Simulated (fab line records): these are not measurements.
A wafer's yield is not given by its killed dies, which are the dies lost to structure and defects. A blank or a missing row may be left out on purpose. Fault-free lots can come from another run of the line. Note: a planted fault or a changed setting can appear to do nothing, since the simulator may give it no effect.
Comparing a struck lot with a sound one ; flow n5 finfet ; 21 out of 1938 route steps
Sound: the wafers L467.1, L467.3, L467.4. The struck wafers were L477.1, L477.2, L477.3. The cause comes at the end.
At each step with rows: each side's tool, then ch and its chambers, then its first start. Under that, the readings that differ: sound wafers ; struck wafers ; difference of the means ; sigmas: that difference in standard deviations of wafers without a fault.
alike: a reading whose means differ by less than 2 such deviations, as well as words and numbers matching on both sides. not compared: withheld readings; readings where some wafer has no value; bounds like >300 that might hide an equal value; numbers whose values overlap and for which the record gives no deviation.
The two part at a step that has a row with sigmas, a row that says differs or no value, or rows on one side only. Non-overlapping numbers with no deviation appear without sigmas and do not part them. Lack of a reading on every wafer of one side parts them only where that side has two or more wafers.

N5_BEOL_M4_ANNEAL_87: time 240 s.
  sound: pvd sputter-02 at day 8 06:32; struck: pvd sputter-01 at day 10 13:05
reading;sound;struck;difference;sigmas
heater power w (W);922 846 950;774 786 597;-187;-2
  alike: susceptor temp C
then, 1 step without rows for these wafers: N5_BEOL_M4_SPUTTER_88 (material Cu, target thk 4.5 nm, time 8.29 s).
N5_BEOL_M4_ANNEAL_89: time 240 s.
  sound: pvd sputter-02 at day 8 06:45; struck: pvd sputter-01 at day 10 13:18
reading;sound;struck;difference;sigmas
heater power w (W);923 851 930;792 787 588;-179;-2
  alike: susceptor temp C
then, 8 steps without rows for these wafers: N5_BEOL_M4_SPUTTER_90 (material Cu, target thk 4.5 nm, time 8.29 s); N5_BEOL_M4_ANNEAL_91 (time 240 s); N5_BEOL_M4_SPUTTER_92 (material Cu, target thk 4.5 nm, time 8.29 s); N5_BEOL_M4_ANNEAL_93 (time 240 s); N5_BEOL_M4_SPUTTER_94 (material Cu, target thk 4.5 nm, time 8.29 s); N5_BEOL_M4_ANNEAL_95 (time 240 s); N5_BEOL_M4_SPUTTER_96 (material Cu, target thk 4.5 nm, time 8.29 s); N5_BEOL_M4_ECD_50 (material Cu, target thk 300 nm).
N5_BEOL_M4_ANNEAL_51: time 90 s.
  sound on rtp anneal-01 ch 0, day 8 08:02; struck on rtp anneal-02 ch 0, day 10 14:18
  alike: wafer_temp_C_max
N5_BEOL_M4_CMP_52: polishes, stops on SiOC, t overpolish 6.8 s, target thk 40 nm.
  sound on cmp-01 ch 0,2,3, day 8 08:20; struck on cmp-04 ch 0,1,3, day 10 14:35
reading;sound;struck;difference;sigmas
barrier field endpoint s (s);24.1 25.3 24.0;41.2 41.2 41.2;+16.7;+19
overpolish run s (s);6.800 6.799 6.799;0.037 0.035 0.036;-6.763;-99 or more
time to endpoint s (s);60 64 57;82 82 81;+21;+5
  alike: clearing platen down force psi, motor current A, slurry filter dp kPa
N5_BEOL_M4_THK_MEAS_53: measures by xrf.
  sound: film metro-01 at day 8 08:37; struck: film metro-01 at day 10 14:53
reading;sound;struck;difference;sigmas
M4_THK (nm);36.5 39.4 36.9;143.7 143.3 153.6;+109.3;+55
then, 1 step without rows for these wafers: N5_BEOL_M4_PRE_CLEAN_60 (time 15 s).
N5_BEOL_M4_CO_CAP_55: material Co, precursor CCTBA/H2, target thk 2 nm, time 102.1 s.
  sound on cvd co-02 ch 0,1, day 8 08:59; struck on cvd co-02 ch 0,1,2, day 10 14:58
  alike: heater power w, susceptor temp C
then, 1 step without rows for these wafers: N5_BEOL_M4_PRE_CLEAN_56 (time 15 s).
N5_BEOL_M4_DEP_57: deposits SiCN from 3MS/NH3, target thk 8 nm, time 14 s.
  sound on pecvd-02 ch 0,2, day 8 09:06; struck on pecvd-02 ch 0,1,2, day 10 15:05
  alike: showerhead plenum p Torr, throttle valve pct
N5_BEOL_M4_INSPECT_59: inspects for defects (darkfield).
  sound: defect inspect-01 at day 8 09:12; struck: defect inspect-02 at day 10 15:10
reading;sound;struck;difference;sigmas
raw defect count;92 120 63;5002 4936 4933;+4865;+99 or more
N5_BEOL_M4_RC_MEAS_101:
  the record has rows for the sound wafers here (prober-02 ch 0, day 8 09:13) and none for the struck ones
-- a jump in the record: the struck wafers' starts before and after are 5 days apart (it breaks off in module BEOL_M4 and resumes in module PASSIVATION, where the first step shown is number 1936 of the route) --
N5_PASSIVATION_PROBE_49:
  sound: prober-02 at day 12 13:09; struck: prober-02 at day 15 22:28
reading;sound;struck;difference;sigmas
defect limited yield (%);89.1 88.9 91.8;0 0 0;-90;-56
killed_at_M4_up;8 13 12;1081 1108 1116;+1091;+99 or more
killed at front end;80 66 59;49 30 29;-32;-2
killed dies;129 131 97;1180 1180 1180;+1061;+56
killed on rim;18 14 22;152 152 152;+134;+32
sort n pass;1051 1049 1083;0 0 0;-1061;-56
sort yield pct (%);89.1 88.9 91.8;0 0 0;-90;-56
  alike: killed_at_M0_to_M3, killed at contacts, killed at other, killed open, killed short, sort_bin_5_function, sort_bin_6_memory, sort_bin_8_speed

## WHERE THEY PART
Earliest at N5_BEOL_M4_ANNEAL_87; latest, in this record, at N5_PASSIVATION_PROBE_49.

WHY: what the simulator had put in
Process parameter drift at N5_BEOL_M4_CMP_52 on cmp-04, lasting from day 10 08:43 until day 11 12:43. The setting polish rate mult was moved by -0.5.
